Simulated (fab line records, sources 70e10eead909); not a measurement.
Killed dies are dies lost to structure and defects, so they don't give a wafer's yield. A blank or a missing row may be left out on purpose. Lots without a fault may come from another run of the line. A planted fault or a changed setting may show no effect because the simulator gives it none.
A struck lot beside a sound one | flow nand_harc | 23 steps out of a route of 1302
Sound: wafers L969.1, L969.4, L969.5. Struck: wafers L962.3, L962.4. The cause comes at the end.
At each step with rows: each side's tool, then ch and its chambers, then its first start. Under that, the readings that differ: sound wafers | struck wafers | difference of the means | sigmas: that difference in standard deviations of wafers without a fault.
alike: readings whose means differ by less than 2 such deviations, and words and numbers that are the same on both sides. not compared: withheld readings, readings that some wafer has no value for, bounds like >300 that may hide the same value, and numbers for which the record gives no deviation and whose values overlap.
The two part at a step that has a row with sigmas, a row that says differs or no value, or rows on one side only. Numbers that don't overlap but have no deviation are shown without sigmas and don't part them. A reading that every wafer of one side lacks parts them only if that side has two wafers or more.

NHARC_P_CONTACT_DEP_00: deposits SiO2, target thk 500 nm.
  sound on pecvd-03 ch 1,2; struck on pecvd-04 ch 1,2
  alike: heater_power_w, throttle_valve_pct
  not compared: since_wet_clean_h
NHARC_P_CONTACT_CMP_01: polishes SiO2, target thk 200 nm.
  sound on cmp-03 ch 2,3, day 14 08:52; struck on cmp-04 ch 0,1, day 11 23:36
  alike: motor_current_A
  not compared: pad_life_wafers
then, 9 steps without rows for these wafers: NHARC_P_CONTACT_SRD_03; NHARC_P_CONTACT_DEHYDRATE_04 (time 120 s); NHARC_P_CONTACT_HMDS_05 (time 30 s); NHARC_P_CONTACT_COAT_33 (time 75 s); NHARC_P_CONTACT_COAT_34 (time 65 s); NHARC_P_CONTACT_COAT_06 (resist thk 90 nm); NHARC_P_CONTACT_SOFTBAKE_07 (time 55 s); NHARC_P_CONTACT_EBR_08; NHARC_P_CONTACT_EXPOSE_09 (exposes mask P CA, target cd 90 nm).
NHARC_P_CONTACT_PEB_10: peb time 65 s.
  sound on litho_track-04 ch 0, day 14 09:29; struck on litho_track-06 ch 0, day 12 00:19
  reading                  | sound             | struck      | difference | sigmas
  heater_power_total_W (W) | 156.9 157.0 156.5 | 161.3 161.9 | +4.8       | +12
then, 1 step without rows for these wafers: NHARC_P_CONTACT_DEVELOP_11 (develop time 35 s).
NHARC_P_CONTACT_CD_MEAS_12: target cd 90 nm.
  sound on cd_sem-01 ch 0, day 14 09:34; struck on cd_sem-03 ch 0, day 12 00:25
  reading    | sound          | struck    | difference | sigmas
  cd_nm (nm) | 90.0 89.7 90.3 | 88.6 88.6 | -1.4       | -3
NHARC_P_CONTACT_OVL_MEAS_13:
  sound on overlay-02, day 14 09:40; struck on overlay-01, day 12 00:29
  reading           | sound        | struck    | difference | sigmas
  overlay_y_nm (nm) | 0.2 0.1 -0.1 | -2.5 -1.9 | -2.3       | -3
  alike: overlay_x_nm
NHARC_P_CONTACT_INSPECT_14:
  sound on defect_inspect-01, day 14 09:41; struck on defect_inspect-01, day 12 00:32
  alike: raw_defect_count
NHARC_P_CONTACT_DESCUM_17: chemistry O2, time 3 s.
  sound on rie_diel-06 ch 2,3, day 14 09:46; struck on rie_diel-02 ch 1,2, day 12 00:37
  reading                    | sound             | struck      | difference | sigmas
  oes_product_au (a.u.)      | 0.993 0.992 1.003 | 1.011 1.010 | +0.014     | +2
  model.P_CONTACT.cd_nm (nm) | 89.08 89.36 90.22 | 88.44 88.33 | -1.17      |
  alike: drypump_motor_current_A, mfc_ar_sccm, rf_vpp_V, showerhead_plenum_p_Torr, throttle_valve_pct
  not compared: rf_hours_counter_h
NHARC_P_CONTACT_ETCH_35: etches the open film in CF4, target depth 39 nm, time 65 s.
  sound on rie_diel-06 ch 0,2,3, day 14 09:50; struck on rie_diel-02 ch 2,3, day 12 00:40
  alike: drypump_motor_current_A, mfc_ar_sccm, oes_product_au, rf_vpp_V, showerhead_plenum_p_Torr, throttle_valve_pct
  not compared: rf_hours_counter_h
NHARC_P_CONTACT_ETCH_36: etches the open film in N2/H2, target depth 260 nm, time 406.25 s.
  sound on rie_diel-06 ch 0,3; struck on rie_diel-02 ch 1,2
  alike: drypump_motor_current_A, mfc_ar_sccm, oes_product_au, rf_vpp_V, showerhead_plenum_p_Torr, throttle_valve_pct
  not compared: rf_hours_counter_h
NHARC_P_CONTACT_ETCH_18: etches the open film in C4F8/O2/Ar, target depth 481 nm, time 240.5 s.
  sound on rie_diel-06 ch 0,2,3; struck on rie_diel-02 ch 0,1
  alike: oes_product_au, rf_vpp_V
  not compared: rf_hours_counter_h
then, 1 step without rows for these wafers: NHARC_P_CONTACT_STRIP_37 (strips in C4F8/O2/Ar).
NHARC_P_CONTACT_ETCH_31: etches the open film in CH3F/O2, target depth 30 nm, time 85.7 s.
  sound on rie_diel-06 ch 0,2; struck on rie_diel-02 ch 0,1
  reading                    | sound           | struck      | difference | sigmas
  model.P_CONTACT.cd_nm (nm) | 90.5 88.7 90.18 | 86.39 88.61 | -2.29      |
  alike: drypump_motor_current_A, mfc_ar_sccm, oes_product_au, rf_vpp_V, showerhead_plenum_p_Torr, throttle_valve_pct
  not compared: rf_hours_counter_h
NHARC_P_CONTACT_CD_MEAS_19:
  sound on cd_sem-01, day 14 10:38; struck on cd_sem-02, day 12 01:28
  reading    | sound          | struck    | difference | sigmas
  cd_nm (nm) | 90.7 88.5 90.1 | 86.5 88.7 | -2.2       | -2

WHERE THEY PART
First at NHARC_P_CONTACT_PEB_10; last, within this record, at NHARC_P_CONTACT_CD_MEAS_19.

WHY: what the simulator had put in
Process parameter drift: litho_track-06, from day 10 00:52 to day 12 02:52, at NHARC_P_CONTACT_PEB_10. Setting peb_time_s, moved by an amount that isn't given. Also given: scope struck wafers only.
